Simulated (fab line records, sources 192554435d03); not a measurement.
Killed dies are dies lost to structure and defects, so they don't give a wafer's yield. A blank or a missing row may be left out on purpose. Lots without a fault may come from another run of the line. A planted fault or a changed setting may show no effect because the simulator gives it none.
A struck lot beside a sound one | flow n5_finfet | 36 steps out of a route of 1938
Sound: wafers L877.1, L877.3, L877.4. Struck: wafer L887.6. (L887.2, L887.5 of the same lot were not struck and are left out.) The cause comes at the end.
At each step with rows: each side's tool, then ch and its chambers, then its first start. Under that, the readings that differ: sound wafers | struck wafers | difference of the means | sigmas: that difference in standard deviations of wafers without a fault.
alike: readings whose means differ by less than 2 such deviations, and words and numbers that are the same on both sides. not compared: withheld readings, readings that some wafer has no value for, bounds like >300 that may hide the same value, and numbers for which the record gives no deviation and whose values overlap.
The two part at a step that has a row with sigmas, a row that says differs or no value, or rows on one side only. Numbers that don't overlap but have no deviation are shown without sigmas and don't part them. A reading that every wafer of one side lacks parts them only if that side has two wafers or more.

first, 10 steps without rows for these wafers: N5_FIN_SAQP_DESCUM_21 (chemistry O2, time 7.9 s); N5_FIN_SAQP_ETCH_51 (etches SiARC in CF4, target depth 45.5 nm, time 75.8 s); N5_FIN_SAQP_ETCH_52 (etches SOC in N2/H2, target depth 100 nm, overetch 20 nm, time 150 s); N5_FIN_SAQP_STRIP_53 (strips in N2/H2); N5_FIN_SAQP_HM_OPEN_73 (chemistry CHF3/O2, target SiO2, stops on a-Si, target depth 12 nm, time 16.8 s); N5_FIN_SAQP_STRIP_74 (strips in CHF3/O2); N5_FIN_SAQP_MANDREL_ETCH_22 (etches a-Si in HBr/Cl2, stops on SiNx, target depth 60 nm, bt time 10 s, time 30 s); N5_FIN_SAQP_STRIP_55 (strips in N2/H2); N5_FIN_SAQP_STRIP_23 (strips in SPM, time 750 s); N5_FIN_SAQP_SRD_66 (time 30 s).
N5_FIN_SAQP_RECESS_75: chemistry HF/NH3, target SiO2, target depth 14.4 nm, afs cycles 3, sublimation time 60 s.
  sound on vapor_etch-01 ch 0,1, day 2 10:38; struck on vapor_etch-01 ch 0, day 4 23:05
  alike: drypump_motor_current_A
then, 23 steps without rows for these wafers: N5_FIN_SAQP_SPACER1_ALD_24 (deposits SiO2, target thk 20.3 nm, pulse time 1 s, purge time 2 s); N5_FIN_SAQP_SPACER1_ETCHBACK_25 (etches SiO2 in CHF3/O2, target depth 24.4 nm, time 12.2 s); N5_FIN_SAQP_MANDREL1_REMOVE_56 (chemistry HBr/Cl2/O2, target a-Si, stops on SiNx, bt time 10 s); N5_FIN_SAQP_ETCH_57 (etches SiNx in CH3F/O2, target depth 32.5 nm, time 46.4 s); N5_FIN_SAQP_ETCH_65 (etches SiO2 in CF4, target depth 4 nm, time 4.4 s); N5_FIN_SAQP_MANDREL_ETCH_58 (etches a-Si in HBr/Cl2, stops on SiNx, target depth 45 nm, bt time 10 s, time 27 s); N5_FIN_SAQP_RECESS_63 (chemistry HF/NH3, target SiO2, target depth 18 nm, afs cycles 3, sublimation time 60 s); N5_FIN_SAQP_COAT_68 (time 60 s, resist thk 100 nm); N5_FIN_SAQP_ETCH_69 (etches SOC in N2/H2, stops on SiNx, target depth 150 nm); N5_FIN_SAQP_ETCH_67 (etches SiNx in CH3F/O2, target depth 30 nm); N5_FIN_SAQP_STRIP_70 (strips in N2/H2); N5_FIN_SAQP_RECESS_71 (chemistry HF/NH3, target SiO2, target depth 3 nm, afs cycles 1, sublimation time 60 s); N5_FIN_SAQP_SPACER2_ALD_28 (deposits SiO2, target thk 8.1 nm, pulse time 1 s, purge time 2 s); N5_FIN_SAQP_SPACER2_ETCHBACK_29 (etches SiO2 in CHF3/O2, target depth 12.2 nm, time 6.1 s); N5_FIN_SAQP_MANDREL2_REMOVE_60 (chemistry HBr/Cl2/O2, target a-Si, stops on SiNx, bt time 10 s); N5_FIN_SAQP_HM_OPEN_33 (chemistry CH3F/O2, target SiNx, target depth 49.4 nm, time 70.6 s); N5_FIN_SAQP_ETCH_34 (etches SiO2 in C4F6/O2, target depth 45 nm, time 15 s); N5_FIN_SAQP_STRIP_77 (strips in N2/H2, time 90 s); N5_FIN_SAQP_ETCH_64 (etches SiO2 in CF4, target depth 1.5 nm); N5_FIN_SAQP_FIN_ETCH_36 (etches the open film in HBr/Cl2/O2, target depth 120 nm, time 50.4 s); N5_FIN_SAQP_PRECLEAN_38 (cleans in O3/DIW, time 45 s); N5_FIN_SAQP_PRECLEAN_45 (cleans in dHF, time 10 s); N5_FIN_SAQP_SRD_39 (time 30 s).
-- the record jumps here: 7 days lie between the struck wafers' starts before and after (it left off in module FIN_SAQP and takes up again in module BEOL_M4, whose first step shown is number 1111 of the route) --
N5_BEOL_M4_RC_MEAS_101:
  sound on prober-01 ch 0, day 8 02:11; struck on prober-02 ch 0, day 11 11:55
  reading        | sound             | struck | difference | sigmas
  DIBL_N (mV/V)  | 34.6 33.8 35.7    | 38.3   | +3.6       | +2
  IOFF_N (nA/um) | 0.125 0.115 0.150 | 0.206  | +0.076     | +3
  VT_N (mV)      | 255.4 254.6 250.0 | 246.7  | -6.6       | -2
  alike: DIBL_P, IOFF_P, ION_N, ION_P, SS_N, SS_P, VT_P
-- the record jumps here: 5 days lie between the struck wafers' starts before and after (it left off in module BEOL_M4 and takes up again in module PASSIVATION, whose first step shown is number 1936 of the route) --
N5_PASSIVATION_PROBE_49:
  the record has rows for the struck wafers here (prober-02, day 16 02:59) and none for the sound ones

WHERE THEY PART
First at N5_BEOL_M4_RC_MEAS_101; last, within this record, at N5_PASSIVATION_PROBE_49.

WHY: what the simulator had put in
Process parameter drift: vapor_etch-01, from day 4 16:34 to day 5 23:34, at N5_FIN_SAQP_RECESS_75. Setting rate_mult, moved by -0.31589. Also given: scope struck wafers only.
